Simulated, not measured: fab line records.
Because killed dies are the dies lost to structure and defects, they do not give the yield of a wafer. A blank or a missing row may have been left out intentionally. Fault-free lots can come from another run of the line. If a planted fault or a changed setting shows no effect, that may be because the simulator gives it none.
Which tool did it? || flow n5Finfet || 12 lots with 36 wafers sampled at 3 steps, on a route of 1938 steps

WHAT THE GAUGES READ, wafer by wafer
N5_BEOL_M14_THK_MEAS_01.
{"lot": "L075", "measured": "day 12 00:20", "on": "filmMetro-02", "M14_ILD_THK (nm)": "1114 1119 1136"}
{"lot": "L079", "measured": "day 12 13:42", "on": "filmMetro-02", "M14_ILD_THK (nm)": "1100 1095 1123"}
{"lot": "L078", "measured": "day 13 10:41", "on": "filmMetro-01", "M14_ILD_THK (nm)": "1128 1129 1133"}
{"lot": "L082", "measured": "day 14 05:25", "on": "filmMetro-02", "M14_ILD_THK (nm)": "1112 1112 1122"}
{"lot": "L084", "measured": "day 14 16:14", "on": "filmMetro-01", "M14_ILD_THK (nm)": "1104 1112 1126"}
{"lot": "L085", "measured": "day 15 10:52", "on": "filmMetro-01", "M14_ILD_THK (nm)": "1098 1119 1126"}
{"lot": "L088", "measured": "day 15 18:44", "on": "filmMetro-02", "M14_ILD_THK (nm)": "1114 1133 1144"}
{"lot": "L087", "measured": "day 16 02:54", "on": "filmMetro-02", "M14_ILD_THK (nm)": "1118 1133 1140"}
{"lot": "L091", "measured": "day 16 20:28", "on": "filmMetro-01", "M14_ILD_THK (nm)": "1104 1128 1121"}
{"lot": "L094", "measured": "day 17 07:51", "on": "filmMetro-01", "M14_ILD_THK (nm)": "1112 1127 1123"}
{"lot": "L095", "measured": "day 17 11:38", "on": "filmMetro-01", "M14_ILD_THK (nm)": "1101 1124 1113"}
{"lot": "L097", "measured": "day 18 14:56", "on": "filmMetro-01", "M14_ILD_THK (nm)": "1122 1145 1143"}

WHICH TOOL RAN EACH LOT (tool, then ch and the chambers of the sampled wafers, then the start)
{"lot": "L075", "N5_BEOL_M13_SPUTTER_44": "pvdSputter-01, day 11 22:59", "N5_BEOL_M13_DEP_53": "pecvd-02 ch 1,2, day 12 00:01"}
{"lot": "L079", "N5_BEOL_M13_SPUTTER_44": "pvdSputter-01, day 12 12:22", "N5_BEOL_M13_DEP_53": "pecvd-01 ch 0,1,2, day 12 13:23"}
{"lot": "L078", "N5_BEOL_M13_SPUTTER_44": "pvdSputter-02, day 13 09:12", "N5_BEOL_M13_DEP_53": "pecvd-01 ch 1,2, day 13 10:22"}
{"lot": "L082", "N5_BEOL_M13_SPUTTER_44": "pvdSputter-01, day 14 03:12", "N5_BEOL_M13_DEP_53": "pecvd-01 ch 1,2, day 14 05:05"}
{"lot": "L084", "N5_BEOL_M13_SPUTTER_44": "pvdSputter-01, day 14 14:13", "N5_BEOL_M13_DEP_53": "pecvd-02 ch 0,2, day 14 15:55"}
{"lot": "L085", "N5_BEOL_M13_SPUTTER_44": "pvdSputter-01, day 15 09:24", "N5_BEOL_M13_DEP_53": "pecvd-01 ch 0,1, day 15 10:33"}
{"lot": "L088", "N5_BEOL_M13_SPUTTER_44": "pvdSputter-02, day 15 15:58", "N5_BEOL_M13_DEP_53": "pecvd-03 ch 0,1,2, day 15 18:25"}
{"lot": "L087", "N5_BEOL_M13_SPUTTER_44": "pvdSputter-02, day 16 00:01", "N5_BEOL_M13_DEP_53": "pecvd-01 ch 0,1,2, day 16 02:35"}
{"lot": "L091", "N5_BEOL_M13_SPUTTER_44": "pvdSputter-03, day 16 18:38", "N5_BEOL_M13_DEP_53": "pecvd-02 ch 1,2, day 16 20:08"}
{"lot": "L094", "N5_BEOL_M13_SPUTTER_44": "pvdSputter-01, day 17 06:17", "N5_BEOL_M13_DEP_53": "pecvd-02 ch 0,1, day 17 07:32"}
{"lot": "L095", "N5_BEOL_M13_SPUTTER_44": "pvdSputter-02, day 17 09:10", "N5_BEOL_M13_DEP_53": "pecvd-02 ch 0,1,2, day 17 11:18"}
{"lot": "L097", "N5_BEOL_M13_SPUTTER_44": "pvdSputter-02, day 18 13:35", "N5_BEOL_M13_DEP_53": "pecvd-02 ch 0,1,2, day 18 14:37"}
- N5_BEOL_M13_SPUTTER_44: material Ta, target thk 10 nm, time 16.13 s.
- N5_BEOL_M13_DEP_53: deposits SiCN from 3MS/NH3, target thk 50 nm, time 17.8 s.

THE ANSWER, worked out from the rows above alone
Rule: the usual values come from the lots themselves. The widest of any qualifying gaps counts: lots, ordered by their means at a reading, are off when they make up no more than a third of the lots, leave a main group of 4 or more, and stand apart from it by 3 or more times the standard deviation of that group's means. The tables above print the reading to a certain number of digits; a main group whose means all agree to those digits is not used. Also off: a lot with no number at a reading for which 4 or more lots have one. The other lots that the step has rows for count as sound.
No lot is off on any of the readings shown, so nothing can be concluded from this.

WHAT THE SIMULATOR PUT IN
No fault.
